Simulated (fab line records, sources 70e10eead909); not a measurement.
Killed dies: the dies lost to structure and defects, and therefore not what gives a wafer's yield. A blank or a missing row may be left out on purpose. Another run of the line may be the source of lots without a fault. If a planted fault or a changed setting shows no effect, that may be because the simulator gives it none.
Matching of chambers :: flow nand_harc :: NHARC_P_M1_DESCUM_14 on rie_diel-13: 4 sister chambers
The step chemistry O2, time 3 s. 4 wafers are shown with their chamber, then 7 later ones without.

## WAFERS, EACH WITH ITS CHAMBER
wafer: L082.2
chamber: 1
drypump_motor_current_A (A): 5.6

wafer: L082.3
chamber: 2
drypump_motor_current_A (A): 6.4

wafer: L083.1
chamber: 0
drypump_motor_current_A (A): 6.0

wafer: L083.2
chamber: 3
drypump_motor_current_A (A): 6.5

## WAFERS WITH NO CHAMBER GIVEN
wafer: L083.5
drypump_motor_current_A (A): 5.6

wafer: L086.3
drypump_motor_current_A (A): 5.6

wafer: L086.5
drypump_motor_current_A (A): 6.3

wafer: L086.6
drypump_motor_current_A (A): 5.6

wafer: L090.1
drypump_motor_current_A (A): 6.6

wafer: L090.4
drypump_motor_current_A (A): 6.1

wafer: L090.6
drypump_motor_current_A (A): 6.4

## CHAMBER TAKEN BY EACH
wafer: L083.5
from the rows above: 1
in truth: 1

wafer: L086.3
from the rows above: 1
in truth: 1

wafer: L086.5
from the rows above: can't be placed: 2 or 3
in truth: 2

wafer: L086.6
from the rows above: 1
in truth: 1

wafer: L090.1
from the rows above: can't be placed: 3 or 2
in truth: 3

wafer: L090.4
from the rows above: 0
in truth: 0

wafer: L090.6
from the rows above: can't be placed: 2 or 3
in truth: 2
Correctly placed: 4 of 7. These rows do not allow placing 3 (true chamber among the candidates in 3). Wrongly placed: 0.
How it was worked out, from the rows above alone: a wafer's distance from a chamber is the root of the sum, over the readings, of the square of ((its reading less the chamber's mean) divided by the reading's scatter). If the next closest chamber is less than 2 further off than the closest, the wafer can't be placed; otherwise it belongs to the closest. The mean given for a chamber averages the wafers shown for that chamber. The scatter (one wafer shown for each chamber): square how far every hidden wafer sits from the nearest shown wafer, average those squares and take the square root.
